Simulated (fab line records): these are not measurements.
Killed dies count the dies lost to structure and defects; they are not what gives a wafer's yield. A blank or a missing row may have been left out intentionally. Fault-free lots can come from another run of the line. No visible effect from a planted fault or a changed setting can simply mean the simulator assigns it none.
Split-lot study -- flow n5-finfet -- on a route of 1938 steps: 7 lots, 39 wafers read

## THE SPLIT
At N5_BEOL_M5_ETCH_62 (etches SOC in N2/H2, target depth 75 nm, overetch 15 nm, time 112.5 s), the setting target-depth-a was moved away from the recipe's 750 angstrom on 12 of the 39 wafers read, by -59.2% to -28.7%. This setting was run at the recipe's value on the other wafers.

## FROM THE SPLIT TO THE READING: what the file shows between them, 4 steps
- N5_BEOL_M5_STRIP_63: strips in N2/H2
- N5_BEOL_M5_STRIP_73: strips in N2/H2
- N5_BEOL_M5_STRIP_85: strips in C4F6/O2
- N5_BEOL_M5_STRIP_36: strips in N2/H2

## THE READING
BEOL_M5.cd-nm (the simulator's own value, which no gauge read), in nm, at N5_BEOL_M5_TRENCH_ETCH_37 (etches SiCOH lowk in C4F6/O2, target depth 71.652 nm, time 24.7 s). There is no usual value for it anywhere in the file. Here, 27 wafers ran the recipe; their average is 28.2 nm with a standard deviation of 0.24 nm.

wafer,"tool, chamber at the split","target-depth-a as run, angstrom",against the recipe,"BEOL_M5.cd-nm, nm",against lot-mates on the recipe
L074.1,"rie-diel-04, 1",750,recipe,28.4,-
L074.2,"rie-diel-04, 0",750,recipe,28.4,-
L074.3,"rie-diel-04, 3",750,recipe,28.2,-
L074.4,"rie-diel-04, 2",750,recipe,28.2,-
L074.5,"rie-diel-04, 3",750,recipe,28.2,-
L074.6,"rie-diel-04, 0",750,recipe,28.6,-
L075.1,"rie-diel-03, 1,0",305.9,-59.2%,27,-1.1
L075.2,"rie-diel-03, 3,2",750,recipe,28,-
L075.3,"rie-diel-03, 3,2",750,recipe,28,-
L075.4,"rie-diel-03, 1,0",305.9,-59.2%,26.8,-1.3
L075.5,"rie-diel-03, 2",305.9,-59.2%,26.8,-1.3
L075.6,"rie-diel-03, 3",750,recipe,28.2,-
L085.1,"rie-diel-03, 0,3",750,recipe,28.2,-
L085.2,"rie-diel-03, 3",750,recipe,28,-
L085.6,"rie-diel-03, 0,3",750,recipe,28,-
L085.3,"rie-diel-03, 1,2",750,recipe,27.6,-
L085.4,"rie-diel-03, 1,2",750,recipe,27.8,-
L085.5,"rie-diel-03, 2",750,recipe,28.4,-
L082.1,"rie-diel-04, 3",750,recipe,28,-
L082.5,"rie-diel-04, 3",750,recipe,28,-
L082.4,"rie-diel-04, 2",750,recipe,28.4,-
L088.1,"rie-diel-04, 1",484.4,-35.4%,27.6,-0.8
L088.2,"rie-diel-04, 0",484.4,-35.4%,27.4,-1.0
L088.4,"rie-diel-04, 0",484.4,-35.4%,27.4,-1.0
L088.3,"rie-diel-04, 3",750,recipe,28.4,-
L088.5,"rie-diel-04, 1",750,recipe,28.4,-
L088.6,"rie-diel-04, 3",750,recipe,28.4,-
L091.1,"rie-diel-03, 0",750,recipe,28.4,-
L091.2,"rie-diel-03, 3",750,recipe,27.8,-
L091.3,"rie-diel-03, 2",750,recipe,28,-
L091.4,"rie-diel-03, 1",455.3,-39.3%,27,-1.1
L091.5,"rie-diel-03, 3",455.3,-39.3%,27.2,-0.9
L091.6,"rie-diel-03, 0",455.3,-39.3%,27.2,-0.9
L095.1,"rie-diel-04, 1",534.9,-28.7%,27.8,-0.5
L095.2,"rie-diel-04, 0",750,recipe,28.4,-
L095.6,"rie-diel-04, 1",750,recipe,28.4,-
L095.3,"rie-diel-04, 2",534.9,-28.7%,27.4,-0.9
L095.4,"rie-diel-04, 3",750,recipe,28.2,-
L095.5,"rie-diel-04, 0",534.9,-28.7%,27.6,-0.7
Rows listing several chambers each stand for several wafers; the file does not say which wafer went through which chamber.

FIT RESULTS
A straight line over all 39 wafers: BEOL_M5.cd-nm changes by +0.0227 nm for each +1% of target-depth-a; r = +0.90; the points scatter about the line by 0.22 nm.
The same after taking each lot's own level away (the mean of its wafers on the recipe; 39 wafers): +0.0224 nm for each +1%; r = +0.93; scatter 0.18 nm.
That fit puts the effect of the largest move of target-depth-a on the reading at 1.3 nm.
The lots' own levels span 28.00 to 28.40 nm, that is 1.7 times the standard deviation above.
Consequently the slope shifts little with the lot-to-lot level, the two slopes agreeing.
Check: with one of the wafers moved furthest among these (-59.2%) left out of the fit, the line predicts -1.4 nm for it against its lot-mates. It came out at -1.07 nm against them.

## THESE WAFERS: OTHER SPLITS
Other splits were also applied to these wafers ahead of the reading. Each is held against what the fit with the lots' levels taken away leaves over:
other split on the same wafers,wafers away from the commonest value,r with BEOL_M5.cd-nm (lot level and that fit taken away)
N5_BEOL_M4_TRENCH_ETCH_37 target-depth-a,15,-0.09

## THE WHOLE CHAIN: every reading that the file lists as answering this split, in the file's order
step,what it does,reading,change (the file's fit),r (the file's)
N5_BEOL_M5_ETCH_62,"etches SOC in N2/H2, target depth 75 nm, overetch 15 nm, time 112.5 s","SiARC_of_BEOL_M5_COAT_60.thk-nm (the simulator's own value, which no gauge read)",-0.0448 nm for each +1% of the setting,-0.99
N5_BEOL_M5_ETCH_62,"etches SOC in N2/H2, target depth 75 nm, overetch 15 nm, time 112.5 s","BEOL_M5.cd-nm (the simulator's own value, which no gauge read)",+0.0219 nm for each +1% of the setting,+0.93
N5_BEOL_M5_TRENCH_ETCH_37,"etches SiCOH lowk in C4F6/O2, target depth 71.652 nm, time 24.7 s","BEOL_M5.cd-nm (the simulator's own value, which no gauge read)",+0.0227 nm for each +1% of the setting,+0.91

## FILE'S OWN FIT
BEOL_M5.cd-nm changes by +0.0227 nm for each +1% of target-depth-a, r = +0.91.
